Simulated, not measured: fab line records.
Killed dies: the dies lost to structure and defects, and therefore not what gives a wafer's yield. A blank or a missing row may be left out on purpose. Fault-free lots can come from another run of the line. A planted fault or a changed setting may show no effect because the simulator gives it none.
Comparing a struck lot with a sound one :: flow n5-finfet :: 16 steps out of a route of 1938
Sound: wafers L869.1, L869.5, L869.6. Struck: wafers L879.2, L879.4, L879.6. Last of all comes the cause.
Per side, at each step with rows, come the tool, then ch with its chambers, and then its first start. Under that, the readings that differ: sound wafers :: struck wafers :: difference of the means :: sigmas: that difference in standard deviations of wafers without a fault.
alike: same words and numbers on both sides, and readings whose means sit less than 2 such deviations apart. not compared: any withheld reading, any reading some wafer has no value for, any bound like >300 that may hide the same value, and any number with overlapping values for which the record gives no deviation.
A row with sigmas, a row that says differs or no value, or rows on one side alone: a step with any of these is where the two part. Numbers that don't overlap but have no deviation are shown without sigmas and don't part them. A reading that every wafer of one side lacks parts them only if that side has two wafers or more.

first, 1 step without rows for these wafers: N5_BEOL_M1_SPUTTER_79 (material Cu, target thk 4.5 nm, time 8.29 s).
N5_BEOL_M1_ANNEAL_80: time 240 s.
  sound on pvd-sputter-02, day 7 22:16; struck on pvd-sputter-03, day 10 13:34
  alike: heater-power-w
then, 3 steps without rows for these wafers: N5_BEOL_M1_SPUTTER_81 (material Cu, target thk 4.5 nm, time 8.29 s); N5_BEOL_M1_ANNEAL_82 (time 240 s); N5_BEOL_M1_SPUTTER_86 (material Cu, target thk 4.5 nm, time 8.29 s).
N5_BEOL_M1_ANNEAL_87: time 240 s.
  sound on pvd-sputter-02, day 7 22:42; struck on pvd-sputter-03, day 10 14:00
  alike: heater-power-w
then, 2 steps without rows for these wafers: N5_BEOL_M1_SPUTTER_88 (material Cu, target thk 4.5 nm, time 8.29 s); N5_BEOL_M1_ANNEAL_89 (time 240 s).
N5_BEOL_M1_SPUTTER_90: material Cu, target thk 4.5 nm, time 8.29 s.
  sound on pvd-sputter-02, day 7 23:04; struck on pvd-sputter-03, day 10 14:22
  alike: chamber-pressure-pa, chuck-gas-flow-sccm, throttle-valve-pct
N5_BEOL_M1_ANNEAL_91: time 240 s.
  sound on pvd-sputter-02, day 7 23:08; struck on pvd-sputter-03, day 10 14:26
  alike: heater-power-w
then, 1 step without rows for these wafers: N5_BEOL_M1_SPUTTER_92 (material Cu, target thk 4.5 nm, time 8.29 s).
N5_BEOL_M1_ANNEAL_93: time 240 s.
  sound on pvd-sputter-02, day 7 23:22; struck on pvd-sputter-03, day 10 14:40
  alike: heater-power-w
N5_BEOL_M1_SPUTTER_94: material Cu, target thk 4.5 nm, time 8.29 s.
  sound on pvd-sputter-02, day 7 23:30; struck on pvd-sputter-03, day 10 14:48
  no value came back on the struck wafers for chamber-pressure-pa (Pa), chuck-gas-flow-sccm (sccm), throttle-valve-pct (%); on the sound wafers chamber-pressure-pa (Pa) reads 0.07023 0.07022 0.07013
then, 1 step without rows for these wafers: N5_BEOL_M1_ANNEAL_95 (time 240 s).
N5_BEOL_M4_RC_MEAS_101:
  sound on prober-02 ch 0, day 9 07:56; struck on prober-02 ch 0, day 12 06:01
reading: IOFF_N (nA/um)
sound: 0.29 0.15 0.25
struck: 0.13 0.10 0.12
difference: -0.11
sigmas: -3

reading: IOFF_P (nA/um)
sound: 0.36 0.23 0.34
struck: 0.20 0.16 0.19
difference: -0.13
sigmas: -3

reading: ION_N (uA/um)
sound: 702 674 720
struck: 658 659 655
difference: -41
sigmas: -2

reading: VT_N (mV)
sound: 241 247 242
struck: 253 259 254
difference: +12
sigmas: +3

reading: VT_P (mV)
sound: -240 -245 -239
struck: -251 -252 -251
difference: -10
sigmas: -3
  alike: DIBL_N, DIBL_P, ION_P, SS_N, SS_P
-- here the record skips 4 days between the struck wafers' starts before and after, leaving off in module BEOL_M4 and picking up in module PASSIVATION (first step shown: number 1936 of the route) --
N5_PASSIVATION_PROBE_49:
  sound on prober-01, day 13 20:05; struck on prober-02, day 16 11:31
reading: killed-at-contacts
sound: 13 13 29
struck: 5 8 7
difference: -12
sigmas: -2

reading: killed-at-other
sound: 6 5 10
struck: 0 2 1
difference: -6
sigmas: -2
  alike: defect-limited-yield, killed_at_M0_to_M3, killed_at_M4_up, killed-at-front-end, killed-dies, killed-open, killed-short, sort_bin_5_function, sort_bin_6_memory, sort_bin_8_speed, sort-n-pass, sort-yield-pct

## WHERE THEY PART
At N5_BEOL_M1_SPUTTER_94 first; at N5_PASSIVATION_PROBE_49 last (within this record only).

WHY: the cause the simulator had injected
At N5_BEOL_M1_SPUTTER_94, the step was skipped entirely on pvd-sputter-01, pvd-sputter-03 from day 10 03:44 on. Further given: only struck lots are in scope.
